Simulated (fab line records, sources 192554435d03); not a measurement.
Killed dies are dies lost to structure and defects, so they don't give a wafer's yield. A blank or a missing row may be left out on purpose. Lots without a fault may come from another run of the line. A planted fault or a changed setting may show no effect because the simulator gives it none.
Split-lot experiment | flow n5_finfet | 7 lots, 39 wafers read, on a route of 1938 steps

THE SPLIT
At N5_BEOL_M0_SAQP_SPACER1_ALD_98 (deposits SiO2, target thk 12.8 nm, pulse time 1 s, purge time 2 s), the setting ald_cycles was moved away from the recipe's 138 on 9 of the 39 wafers read, by -55.1% to +46.4%. The other wafers ran this setting at the recipe's value.

FROM THE SPLIT TO THE READING: what the file shows between them, 2 steps
- N5_BEOL_M0_SAQP_SPACER1_ETCHBACK_99: etches SiO2 in CHF3/O2, target depth 15.4 nm, time 7.7 s
- N5_BEOL_M0_SAQP_MANDREL1_REMOVE_100: chemistry HBr/Cl2/O2, target a-Si, stops on SiNx, bt time 10 s

THE READING
cd_nm, in nm, at N5_BEOL_M0_SAQP_CD_MEAS_25 (target cd 13.1 nm). Fault-free wafers of this fab line usually give 12.79 nm, standard deviation 0.21 nm.

wafer  | tool, chamber at the split | ald_cycles as run | against the recipe | cd_nm, nm | against lot-mates on the recipe
L076.3 | ald_sin-01, 3,1,0          | 138               | recipe             | 12.67     | -
L076.5 | ald_sin-01, 3,1,0          | 138               | recipe             | 12.77     | -
L076.6 | ald_sin-01, 3,1,0          | 138               | recipe             | 12.82     | -
L077.1 | ald_sin-04, 0,3,0          | 138               | recipe             | 12.64     | -
L077.2 | ald_sin-04, 1,2            | 62                | -55.1%             | 5.73      | -7.13
L077.3 | ald_sin-04, 1,2            | 62                | -55.1%             | 5.81      | -7.05
L077.4 | ald_sin-04, 0,3,0          | 138               | recipe             | 13.09     | -
L077.5 | ald_sin-04, 0,3,0          | 138               | recipe             | 12.84     | -
L077.6 | ald_sin-04, 1              | 62                | -55.1%             | 5.90      | -6.96
L083.1 | ald_sin-01, 1,0,3,2,0,1    | 138               | recipe             | 12.61     | -
L083.2 | ald_sin-01, 1,0,3,2,0,1    | 138               | recipe             | 12.92     | -
L083.3 | ald_sin-01, 1,0,3,2,0,1    | 138               | recipe             | 12.86     | -
L083.4 | ald_sin-01, 1,0,3,2,0,1    | 138               | recipe             | 12.64     | -
L083.5 | ald_sin-01, 1,0,3,2,0,1    | 138               | recipe             | 12.38     | -
L083.6 | ald_sin-01, 1,0,3,2,0,1    | 138               | recipe             | 12.75     | -
L088.1 | ald_sin-01, 3,0,1,2,0,1    | 138               | recipe             | 12.65     | -
L088.2 | ald_sin-01, 3,0,1,2,0,1    | 138               | recipe             | 12.97     | -
L088.3 | ald_sin-01, 3,0,1,2,0,1    | 138               | recipe             | 13.05     | -
L088.4 | ald_sin-01, 3,0,1,2,0,1    | 138               | recipe             | 13.35     | -
L088.5 | ald_sin-01, 3,0,1,2,0,1    | 138               | recipe             | 13.22     | -
L088.6 | ald_sin-01, 3,0,1,2,0,1    | 138               | recipe             | 12.70     | -
L095.1 | ald_sin-01, 1,2,3          | 138               | recipe             | 12.52     | -
L095.2 | ald_sin-01, 0              | 202               | +46.4%             | 18.56     | +5.76
L095.3 | ald_sin-01, 1,2,3          | 138               | recipe             | 13.13     | -
L095.4 | ald_sin-01, 1,2,3          | 138               | recipe             | 12.76     | -
L095.5 | ald_sin-01, 0,3            | 202               | +46.4%             | 18.70     | +5.90
L095.6 | ald_sin-01, 0,3            | 202               | +46.4%             | 18.51     | +5.71
L096.1 | ald_sin-01, 3,0,1,2,3,0    | 138               | recipe             | 12.69     | -
L096.2 | ald_sin-01, 3,0,1,2,3,0    | 138               | recipe             | 12.66     | -
L096.3 | ald_sin-01, 3,0,1,2,3,0    | 138               | recipe             | 12.87     | -
L096.4 | ald_sin-01, 3,0,1,2,3,0    | 138               | recipe             | 12.68     | -
L096.5 | ald_sin-01, 3,0,1,2,3,0    | 138               | recipe             | 12.97     | -
L096.6 | ald_sin-01, 3,0,1,2,3,0    | 138               | recipe             | 12.67     | -
L097.1 | ald_sin-01, 0,2,1          | 83                | -39.9%             | 7.52      | -5.34
L097.2 | ald_sin-01, 3,1,2          | 138               | recipe             | 12.86     | -
L097.3 | ald_sin-01, 3,1,2          | 138               | recipe             | 12.95     | -
L097.4 | ald_sin-01, 0,2,1          | 83                | -39.9%             | 7.76      | -5.10
L097.5 | ald_sin-01, 3,1,2          | 138               | recipe             | 12.76     | -
L097.6 | ald_sin-01, 0,2,1          | 83                | -39.9%             | 7.25      | -5.61
Where a row lists several chambers, the file gives one row for several wafers and doesn't say which wafer went through which chamber.

THE FIT
A straight line over all 39 wafers: cd_nm changes by +0.128 nm for each +1% of ald_cycles; r = +1.00; the points scatter about the line by 0.21 nm.
The same after taking each lot's own level away (the mean of its wafers on the recipe; 39 wafers): +0.128 nm for each +1%; r = +1.00; scatter 0.19 nm.
On that fit, the largest move of ald_cycles shifts the reading by 7.1 nm.
The lots' own levels span 12.693 to 12.990 nm, that is 1.4 times the standard deviation above.
So the lot-to-lot level changes the slope little: the two slopes agree.
Check: with one of the wafers moved furthest among these (-55.1%) left out of the fit, the line predicts -7.08 nm for it against its lot-mates. It came out at -7.13 nm against them.

OTHER SPLITS ON THESE WAFERS
These wafers also went through other splits before the reading. Each is held against what the fit with the lots' levels taken away leaves over:
other split on the same wafers       | wafers away from the commonest value | r with cd_nm (lot level and that fit taken away)
N5_ZERO_LAYER_ETCH_18 target_depth_a | 12                                   | +0.07
N5_FIN_SAQP_ETCH_65 time_s           | 18                                   | +0.02
N5_SDB_CUT_ETCH_26 target_depth_a    | 12                                   | -0.02
N5_HKMG_FIN_NWFM_ALD_20 ald_cycles   | 18                                   | -0.01

THE WHOLE CHAIN: every reading that the file lists as answering this split, in the file's order
step                                | what it does                                                      | reading                                                                                     | change (the file's fit)               | r (the file's)
N5_BEOL_M0_SAQP_SPACER1_ALD_98      | deposits SiO2, target thk 12.8 nm, pulse time 1 s, purge time 2 s | SiO2_of_BEOL_M0_SAQP_SPACER1_ALD_98.thk_nm (the simulator's own value, which no gauge read) | +0.127 nm for each +1% of the setting | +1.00
N5_BEOL_M0_SAQP_MANDREL1_REMOVE_100 | chemistry HBr/Cl2/O2, target a-Si, stops on SiNx, bt time 10 s    | BEOL_M0_SAQP.cd_nm (the simulator's own value, which no gauge read)                         | +0.129 nm for each +1% of the setting | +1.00
N5_BEOL_M0_SAQP_MANDREL1_REMOVE_100 | chemistry HBr/Cl2/O2, target a-Si, stops on SiNx, bt time 10 s    | SiO2_of_BEOL_M0_SAQP_SPACER1_ALD_98.thk_nm (the simulator's own value, which no gauge read) | +0.103 nm for each +1% of the setting | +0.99
N5_BEOL_M0_SAQP_CD_MEAS_25          | target cd 13.1 nm                                                 | cd_nm                                                                                       | +0.128 nm for each +1% of the setting | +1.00

THE FILE'S OWN FIT
cd_nm changes by +0.128 nm for each +1% of ald_cycles, r = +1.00.
